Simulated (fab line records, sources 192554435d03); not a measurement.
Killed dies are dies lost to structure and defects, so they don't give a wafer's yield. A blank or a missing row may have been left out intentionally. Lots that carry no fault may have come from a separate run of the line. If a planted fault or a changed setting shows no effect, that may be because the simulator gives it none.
Problem report, 8D (eight disciplines) form, completed by code | flow n5_finfet | the parts of the form that need people (team, actions taken, sign-off) are left out

== 1. WHAT IS WRONG ==
Mean of plate_temp_C at N5_BEOL_M14_COAT_65: 253.72 C across 6 wafers in 2 lots; on wafers with no fault it is 249.98 C (standard deviation 0.16). Relative to the usual mean, that is a shift of +23 standard deviations.
The step: time 60 s, resist thk 450 nm.
The first sign was on wafer L897.2 at day 15 02:35, on litho_track-01. Wafers with a number at this step in the record: 36, from 12 lots. The rule behind "out" and "out of limits": a value lying over 4 standard deviations away from the usual mean. The other wafers with a number count as sound.

== 2. WHAT IT IS, AND WHAT IT ISN'T ==
question                    | is                     | is not
which readings at this step | plate_temp_C           | dispense_pressure_kPa
which lots                  | L897, L900             | L884, L885, L886, L887, L888, L889, L890, L903, L905, L907
which wafers of those lots  | all that have a number | -
read on which tools         | litho_track-01         | litho_track-02, litho_track-04
when                        | from day 15 02:35      | up to then (21 sound wafers); but 9 sound wafers of L903, L905, L907 came after

== 3. WHAT RULES OUT EACH SUSPECT ==
Counting: a tool stays on the suspect list if, at a process step up to the reading, it processed all lots that are out and no sound lot following the first of them.
- litho_track-01 at N5_BEOL_M14_COAT_65 (time 60 s, resist thk 450 nm): kept. All lots that are out passed through it, beginning with L897 at day 15 02:35, and no sound lot followed; its final sound lot before that point was L890 at day 13 12:25. Its own readings are out on those wafers: plate_temp_C.
Remaining after the count: litho_track-01 at N5_BEOL_M14_COAT_65.

== 4. THE CAUSE (what the simulator had put in) ==
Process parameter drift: litho_track-01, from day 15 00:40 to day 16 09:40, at N5_BEOL_M14_COAT_65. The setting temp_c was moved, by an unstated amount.
After counting, this tool was the only one left.

== 5. THE EFFECT CHAIN, in route order ==
One row per reading whose mean, taken over the struck wafers that have a number, lies over 3 standard deviations from the usual. Scope: only readings with a usual standard deviation given in the record; hours: median across lots of the time from each lot's start at the first step in this table that gives one to its start at this step; sigmas: change in usual standard deviations.
hours | step                | reading              | usual    | on struck wafers | change | sigmas
0     | N5_BEOL_M14_COAT_65 | heater_power_total_W | 500.5 W  | 510.3            | +9.8   | +5.8
0     | N5_BEOL_M14_COAT_65 | plate_temp_C         | 249.98 C | 253.72           | +3.74  | +23
Its process steps:
- N5_BEOL_M14_COAT_65: time 60 s, resist thk 450 nm.
At these later measuring or inspecting steps, every struck wafer for which the step has a row has a number for every such reading, and none has moved that far: N5_BEOL_M14_INSPECT_30.

== 6. HOW IT WOULD HAVE BEEN CAUGHT EARLIER ==
In this record no reading fell out of limits until day 15 02:35, 2 hours after the fault had begun at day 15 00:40.
